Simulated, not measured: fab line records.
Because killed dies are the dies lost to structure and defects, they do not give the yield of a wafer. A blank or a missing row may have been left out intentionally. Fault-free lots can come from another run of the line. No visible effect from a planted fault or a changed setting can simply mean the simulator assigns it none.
Lot-split experiment :: flow n5-finfet :: 7 lots, 21 wafers read, on a route of 1938 steps

## ON THE SPLIT
At N5_SD_EPI_N_ETCH_45 (etches SiOCN in CH3F/O2, target depth 6 nm), the setting target-depth-a was moved away from the recipe's 60 angstrom on 6 of the 21 wafers read, by -10.1% to +7.0%. The other wafers ran this setting at the recipe's value.

The reading is taken at the split's own step.

## THE READING
etch.depth-nm (the simulator's own value, which no gauge read), in nm, at N5_SD_EPI_N_ETCH_45 (etches SiOCN in CH3F/O2, target depth 6 nm). The file does not state a usual value for it. Here, 15 wafers ran the recipe; their average is 5.924 nm with a standard deviation of 0.16 nm.

wafer: L080.1
tool, chamber at the split: rie-diel-01, 3
target-depth-a as run, angstrom: 56.66
against the recipe: -5.6%
etch.depth-nm, nm: 5.683
against lot-mates on the recipe: -0.550

wafer: L080.2
tool, chamber at the split: rie-diel-01, 0
target-depth-a as run, angstrom: 56.66
against the recipe: -5.6%
etch.depth-nm, nm: 5.745
against lot-mates on the recipe: -0.488

wafer: L080.3
tool, chamber at the split: rie-diel-01, 2
target-depth-a as run, angstrom: 60
against the recipe: recipe
etch.depth-nm, nm: 6.233
against lot-mates on the recipe: -

wafer: L082.2
tool, chamber at the split: rie-diel-04, 0
target-depth-a as run, angstrom: 60
against the recipe: recipe
etch.depth-nm, nm: 5.772
against lot-mates on the recipe: -

wafer: L082.3
tool, chamber at the split: rie-diel-04, 1
target-depth-a as run, angstrom: 60
against the recipe: recipe
etch.depth-nm, nm: 5.805
against lot-mates on the recipe: -

wafer: L082.6
tool, chamber at the split: rie-diel-04, 0
target-depth-a as run, angstrom: 60
against the recipe: recipe
etch.depth-nm, nm: 5.77
against lot-mates on the recipe: -

wafer: L085.4
tool, chamber at the split: rie-diel-05, 1
target-depth-a as run, angstrom: 60
against the recipe: recipe
etch.depth-nm, nm: 5.835
against lot-mates on the recipe: -

wafer: L085.5
tool, chamber at the split: rie-diel-05, 3
target-depth-a as run, angstrom: 60
against the recipe: recipe
etch.depth-nm, nm: 6.181
against lot-mates on the recipe: -

wafer: L085.6
tool, chamber at the split: rie-diel-05, 2
target-depth-a as run, angstrom: 64.22
against the recipe: +7.0%
etch.depth-nm, nm: 6.544
against lot-mates on the recipe: +0.536

wafer: L088.1
tool, chamber at the split: rie-diel-04, 2
target-depth-a as run, angstrom: 60
against the recipe: recipe
etch.depth-nm, nm: 5.885
against lot-mates on the recipe: -

wafer: L088.5
tool, chamber at the split: rie-diel-04, 1
target-depth-a as run, angstrom: 57.28
against the recipe: -4.5%
etch.depth-nm, nm: 5.702
against lot-mates on the recipe: -0.133

wafer: L088.6
tool, chamber at the split: rie-diel-04, 0
target-depth-a as run, angstrom: 60
against the recipe: recipe
etch.depth-nm, nm: 5.786
against lot-mates on the recipe: -

wafer: L094.1
tool, chamber at the split: rie-diel-01, 3
target-depth-a as run, angstrom: 56.98
against the recipe: -5.0%
etch.depth-nm, nm: 5.667
against lot-mates on the recipe: -0.423

wafer: L094.2
tool, chamber at the split: rie-diel-01, 2
target-depth-a as run, angstrom: 60
against the recipe: recipe
etch.depth-nm, nm: 6.222
against lot-mates on the recipe: -

wafer: L094.5
tool, chamber at the split: rie-diel-01, 3
target-depth-a as run, angstrom: 60
against the recipe: recipe
etch.depth-nm, nm: 5.958
against lot-mates on the recipe: -

wafer: L096.3
tool, chamber at the split: rie-diel-04, 2
target-depth-a as run, angstrom: 60
against the recipe: recipe
etch.depth-nm, nm: 5.809
against lot-mates on the recipe: -

wafer: L096.5
tool, chamber at the split: rie-diel-04, 2
target-depth-a as run, angstrom: 60
against the recipe: recipe
etch.depth-nm, nm: 5.809
against lot-mates on the recipe: -

wafer: L096.4
tool, chamber at the split: rie-diel-04, 1
target-depth-a as run, angstrom: 60
against the recipe: recipe
etch.depth-nm, nm: 5.883
against lot-mates on the recipe: -

wafer: L097.3
tool, chamber at the split: rie-diel-04, 0
target-depth-a as run, angstrom: 60
against the recipe: recipe
etch.depth-nm, nm: 6.051
against lot-mates on the recipe: -

wafer: L097.4
tool, chamber at the split: rie-diel-04, 2
target-depth-a as run, angstrom: 60
against the recipe: recipe
etch.depth-nm, nm: 5.86
against lot-mates on the recipe: -

wafer: L097.6
tool, chamber at the split: rie-diel-04, 1
target-depth-a as run, angstrom: 53.95
against the recipe: -10.1%
etch.depth-nm, nm: 5.234
against lot-mates on the recipe: -0.722

FIT RESULTS
A straight line over all 21 wafers: etch.depth-nm changes by +0.064 nm for each +1% of target-depth-a; r = +0.82; the points scatter about the line by 0.16 nm.
The same after taking each lot's own level away (the mean of its wafers on the recipe; 21 wafers): +0.0756 nm for each +1%; r = +0.94; scatter 0.1 nm.
Per that fit: largest target-depth-a move, reading shift of 0.76 nm.
The lots' own levels span 5.7823 to 6.2330 nm, that is 2.8 times the standard deviation above.
So the lot-to-lot level changes the slope: the two fits differ.
Check: -0.787 nm against its lot-mates is what the line predicts for one of the wafers moved furthest among these (-10.1%) when that wafer is left out of the fit. It came out at -0.722 nm against them.

## FURTHER SPLITS ON THESE WAFERS
These wafers also went through other splits before the reading. Each is held against what the fit with the lots' levels taken away leaves over:
other split on the same wafers: N5_ZERO_LAYER_EXPOSE_08 dose-mj
wafers away from the commonest value: 6
r with etch.depth-nm (lot level and that fit taken away): -0.02

other split on the same wafers: N5_ZERO_LAYER_DEVELOP_10 develop-time-s
wafers away from the commonest value: 7
r with etch.depth-nm (lot level and that fit taken away): -0.26

other split on the same wafers: N5_FIN_CUT_COAT_19 spin-rpm
wafers away from the commonest value: 9
r with etch.depth-nm (lot level and that fit taken away): -0.32

other split on the same wafers: N5_DUMMY_GATE_PECVD_30 time-s
wafers away from the commonest value: 5
r with etch.depth-nm (lot level and that fit taken away): -0.18

other split on the same wafers: N5_DUMMY_GATE_EXPOSE_12 dose-mj
wafers away from the commonest value: 7
r with etch.depth-nm (lot level and that fit taken away): -0.12

## THE FILE'S OWN FIT
etch.depth-nm changes by +0.0731 nm for each +1% of target-depth-a, r = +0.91.
